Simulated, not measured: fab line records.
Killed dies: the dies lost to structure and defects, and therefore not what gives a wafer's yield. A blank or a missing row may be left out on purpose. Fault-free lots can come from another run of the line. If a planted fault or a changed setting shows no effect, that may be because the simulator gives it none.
Matching of chambers | flow n5_finfet | N5_HKMG_FIN_CMP_23 on cmp-02 has 4 sister chambers
The step polishes, stops on SiNx, t overpolish 10 s, target thk 46.326 nm. 18 wafers are shown with their chamber, then 9 later ones without.

== EACH WAFER AND ITS CHAMBER ==
wafer  | chamber | motor_current_A (A) | time_to_endpoint_s (s) | head_pressure_psi (psi)
L076.1 | 0       | 12.9                | 10.5                   | 4.011
L076.3 | 1       | 12.0                | 7.9                    | 3.995
L076.6 | 0       | 13.0                | 10.0                   | 4.020
L075.2 | 2       | 12.3                | 9.6                    | 4.003
L075.4 | 3       | 11.7                | 13.7                   | 4.006
L075.6 | 1       | 11.3                | 8.3                    | 3.988
L078.3 | 3       | 11.3                | 13.5                   | 4.009
L078.4 | 2       | 11.7                | 8.1                    | 3.998
L078.5 | 0       | 12.7                | 12.7                   | 3.996
L080.1 | 3       | 11.3                | 14.9                   | 4.003
L080.3 | 2       | 12.2                | 9.3                    | 3.992
L080.6 | 3       | 11.2                | 15.0                   | 3.993
L082.1 | 3       | 11.3                | 13.1                   | 3.985
L082.2 | 1       | 10.9                | 8.9                    | 3.996
L082.4 | 2       | 12.1                | 6.9                    | 4.009
L085.2 | 3       | 11.5                | 10.5                   | 4.002
L085.3 | 2       | 12.2                | 4.8                    | 4.002
L085.6 | 3       | 12.1                | 11.7                   | 3.994

SIGNATURES, as means of the wafers listed above
reading            | chamber 0 | chamber 1 | chamber 2 | chamber 3 | scatter within a chamber
motor_current_A    | 12.867    | 11.400    | 12.100    | 11.486    | 0.327
time_to_endpoint_s | 11.067    | 8.367     | 7.740     | 13.200    | 1.6
head_pressure_psi  | 4.00900   | 3.99300   | 4.00080   | 3.99886   | 0.00811
Rule: distance of a wafer from a chamber = root of the sum over the readings of ((wafer's reading minus chamber's mean) / reading's scatter) squared. The wafer belongs to the nearest chamber; if the next one is less than 2 further off, it can't be placed. The scatter is the square root of a quotient: the sum, over the shown wafers, of each reading's squared deviation from its chamber's mean, divided by wafers minus chambers.

== WAFERS MISSING THEIR CHAMBER ==
wafer  | motor_current_A (A) | time_to_endpoint_s (s) | head_pressure_psi (psi)
L089.2 | 11.6                | 6.3                    | 4.002
L089.3 | 13.0                | 7.6                    | 3.984
L089.4 | 11.9                | 11.6                   | 3.998
L091.3 | 11.7                | 9.5                    | 3.999
L091.5 | 12.0                | 7.2                    | 3.989
L091.6 | 12.7                | 8.3                    | 3.989
L094.1 | 11.4                | 15.6                   | 4.004
L094.2 | 11.1                | 8.4                    | 3.997
L094.5 | 11.5                | 11.1                   | 3.998

== CHAMBER TAKEN BY EACH ==
wafer  | from the rows above               | in truth
L089.2 | can't be placed: 2 or 1           | 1
L089.3 | can't be placed: 2 or 0 or 1      | 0
L089.4 | can't be placed: 3 or 2 or 1 or 0 | 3
L091.3 | can't be placed: 1 or 2 or 3      | 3
L091.5 | can't be placed: 2 or 1           | 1
L091.6 | can't be placed: 2 or 0 or 1      | 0
L094.1 | 3                                 | 3
L094.2 | 1                                 | 1
L094.5 | can't be placed: 3 or 1 or 2      | 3
Correct placement for 2 of the 9. Not placeable from these rows: 7 (in 7, the candidates include the true chamber). Placed wrongly: 0.
